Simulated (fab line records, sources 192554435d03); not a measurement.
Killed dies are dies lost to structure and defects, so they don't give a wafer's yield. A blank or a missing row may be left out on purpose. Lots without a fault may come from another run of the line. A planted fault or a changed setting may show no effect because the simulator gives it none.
Split-lot experiment | flow n5_finfet | 7 lots, 39 wafers read, on a route of 1938 steps

THE SPLIT
At N5_BEOL_M9_TRENCH_ETCH_37 (etches SiCOH lowk in C4F6/O2, target depth 151.43 nm, time 49 s), the setting time_s was moved away from the recipe's 49 s on 18 of the 39 wafers read, by -55.1% to +45.7%. The other wafers ran this setting at the recipe's value.

FROM THE SPLIT TO THE READING: what the file shows between them, 11 steps
- N5_BEOL_M9_ETCH_41: etches SiCN in CH3F/O2, target depth 36.6 nm, time 70.1 s
- N5_BEOL_M9_STRIP_80: strips in N2/H2, time 10 s
- N5_BEOL_M9_OCD_MEAS_38
- N5_BEOL_M9_HM_STRIP_39: strips TiN in peroxide tin strip, target depth 25 nm, time 158 s
- N5_BEOL_M9_SRD_40: time 30 s
- N5_BEOL_M9_ECD_50: material Cu, target thk 318 nm
- N5_BEOL_M9_ANNEAL_51: time 90 s
- N5_BEOL_M9_CMP_52: polishes, stops on SiCOH lowk, t overpolish 7 s, target thk 140 nm
- N5_BEOL_M9_THK_MEAS_53: measures by xrf
- N5_BEOL_M9_PRE_CLEAN_55: time 15 s
- N5_BEOL_M9_DEP_56: deposits SiCN from 3MS/NH3, target thk 15 nm, time 26.5 s

THE READING
M9_RS, in ohm/sq, at N5_BEOL_M9_RS_MEAS_57 (measures by four-point-probe). Fault-free wafers of this fab line usually give 0.152 ohm/sq, standard deviation 0.0041 ohm/sq.

wafer  | tool, chamber at the split | time_s as run, s | against the recipe | M9_RS, ohm/sq | against lot-mates on the recipe
L076.1 | rie_diel-06, 1             | 36.35            | -25.8%             | 0.226         | +0.073
L076.2 | rie_diel-06, 3             | 49               | recipe             | 0.151         | -
L076.3 | rie_diel-06, 0             | 49               | recipe             | 0.155         | -
L076.4 | rie_diel-06, 2             | 36.35            | -25.8%             | 0.215         | +0.062
L076.5 | rie_diel-06, 0             | 49               | recipe             | 0.153         | -
L076.6 | rie_diel-06, 1             | 36.35            | -25.8%             | 0.223         | +0.070
L078.1 | rie_diel-01, 3             | 71.38            | +45.7%             | 0.100         | -0.048
L078.2 | rie_diel-01, 0             | 49               | recipe             | 0.147         | -
L078.3 | rie_diel-01, 1             | 49               | recipe             | 0.153         | -
L078.4 | rie_diel-01, 2             | 71.38            | +45.7%             | 0.094         | -0.054
L078.5 | rie_diel-01, 3             | 71.38            | +45.7%             | 0.100         | -0.048
L078.6 | rie_diel-01, 2             | 49               | recipe             | 0.145         | -
L084.1 | rie_diel-03, 0             | 49               | recipe             | 0.150         | -
L084.2 | rie_diel-03, 1             | 49               | recipe             | 0.156         | -
L084.6 | rie_diel-03, 3             | 49               | recipe             | 0.152         | -
L087.1 | rie_diel-01, 3             | 49               | recipe             | 0.160         | -
L087.2 | rie_diel-01, 1             | 49               | recipe             | 0.154         | -
L087.3 | rie_diel-01, 0             | 60.51            | +23.5%             | 0.115         | -0.039
L087.4 | rie_diel-01, 2             | 49               | recipe             | 0.148         | -
L087.5 | rie_diel-01, 3             | 60.51            | +23.5%             | 0.124         | -0.030
L087.6 | rie_diel-01, 0             | 60.51            | +23.5%             | 0.115         | -0.039
L093.1 | rie_diel-01, 1             | 49               | recipe             | 0.152         | -
L093.2 | rie_diel-01, 0             | 21.99            | -55.1%             | 0.424         | +0.272
L093.3 | rie_diel-01, 3             | 21.99            | -55.1%             | 0.468         | +0.316
L093.4 | rie_diel-01, 2             | 21.99            | -55.1%             | 0.439         | +0.287
L093.5 | rie_diel-01, 0             | 49               | recipe             | 0.149         | -
L093.6 | rie_diel-01, 3             | 49               | recipe             | 0.156         | -
L097.1 | rie_diel-01, 1             | 49               | recipe             | 0.153         | -
L097.2 | rie_diel-01, 3             | 49               | recipe             | 0.160         | -
L097.3 | rie_diel-01, 2             | 40.57            | -17.2%             | 0.185         | +0.031
L097.4 | rie_diel-01, 0             | 49               | recipe             | 0.149         | -
L097.5 | rie_diel-01, 0             | 40.57            | -17.2%             | 0.187         | +0.033
L097.6 | rie_diel-01, 3             | 40.57            | -17.2%             | 0.199         | +0.045
L096.1 | rie_diel-06, 3             | 26.74            | -45.4%             | 0.326         | +0.175
L096.2 | rie_diel-06, 2             | 26.74            | -45.4%             | 0.318         | +0.167
L096.3 | rie_diel-06, 0             | 49               | recipe             | 0.155         | -
L096.4 | rie_diel-06, 1             | 49               | recipe             | 0.150         | -
L096.5 | rie_diel-06, 2             | 49               | recipe             | 0.149         | -
L096.6 | rie_diel-06, 3             | 26.74            | -45.4%             | 0.331         | +0.180

THE FIT
A straight line over all 39 wafers: M9_RS changes by -0.00325 ohm/sq for each +1% of time_s; r = -0.90; the points scatter about the line by 0.041 ohm/sq.
The same after taking each lot's own level away (the mean of its wafers on the recipe; 39 wafers): -0.00323 ohm/sq for each +1%; r = -0.90; scatter 0.041 ohm/sq.
On that fit, the largest move of time_s shifts the reading by 0.18 ohm/sq.
The lots' own levels span 0.1483 to 0.1540 ohm/sq, that is 1.4 times the standard deviation above.
So the lot-to-lot level changes the slope little: the two slopes agree.
Check: with one of the wafers moved furthest among these (-55.1%) left out of the fit, the line predicts +0.186 ohm/sq for it against its lot-mates. It came out at +0.272 ohm/sq against them.

OTHER SPLITS ON THESE WAFERS
These wafers also went through other splits before the reading. Each is held against what the fit with the lots' levels taken away leaves over:
other split on the same wafers        | wafers away from the commonest value | r with M9_RS (lot level and that fit taken away)
N5_BEOL_M2_VIA_ETCH_34 target_depth_a | 15                                   | -0.17
N5_BEOL_M4_ILD_DEP_00 target_thk_a    | 15                                   | -0.34
N5_BEOL_M8_DESCUM_16 time_s           | 18                                   | -0.10

THE WHOLE CHAIN: every reading that the file lists as answering this split, in the file's order
step                      | what it does                                                       | reading                                                                          | change (the file's fit)                | r (the file's)
N5_BEOL_M9_TRENCH_ETCH_37 | etches SiCOH lowk in C4F6/O2, target depth 151.43 nm, time 49 s    | etch.depth_nm (the simulator's own value, which no gauge read)                   | +1.5 nm for each +1% of the setting    | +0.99
N5_BEOL_M9_TRENCH_ETCH_37 | etches SiCOH lowk in C4F6/O2, target depth 151.43 nm, time 49 s    | BEOL_M9.feature_depth_nm (the simulator's own value, which no gauge read)        | +1.5 nm for each +1% of the setting    | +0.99
N5_BEOL_M9_TRENCH_ETCH_37 | etches SiCOH lowk in C4F6/O2, target depth 151.43 nm, time 49 s    | TiN_of_BEOL_M9_HM_DEP_02.thk_nm (the simulator's own value, which no gauge read) | -0.0418 nm for each +1% of the setting | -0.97
N5_BEOL_M9_OCD_MEAS_38    |                                                                    | trench_depth_nm                                                                  | +1.49 nm for each +1% of the setting   | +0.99
N5_BEOL_M9_CMP_52         | polishes, stops on SiCOH lowk, t overpolish 7 s, target thk 140 nm | Cu_of_BEOL_M9_ECD_50.thk_nm (the simulator's own value, which no gauge read)     | +1.49 nm for each +1% of the setting   | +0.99
N5_BEOL_M9_THK_MEAS_53    | measures by xrf                                                    | M9_THK                                                                           | +1.52 for each +1% of the setting      | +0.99
N5_BEOL_M9_RS_MEAS_57     | measures by four-point-probe                                       | M9_RS                                                                            | -0.00338 for each +1% of the setting   | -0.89

THE FILE'S OWN FIT
M9_RS changes by -0.00338 ohm/sq for each +1% of time_s, r = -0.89.
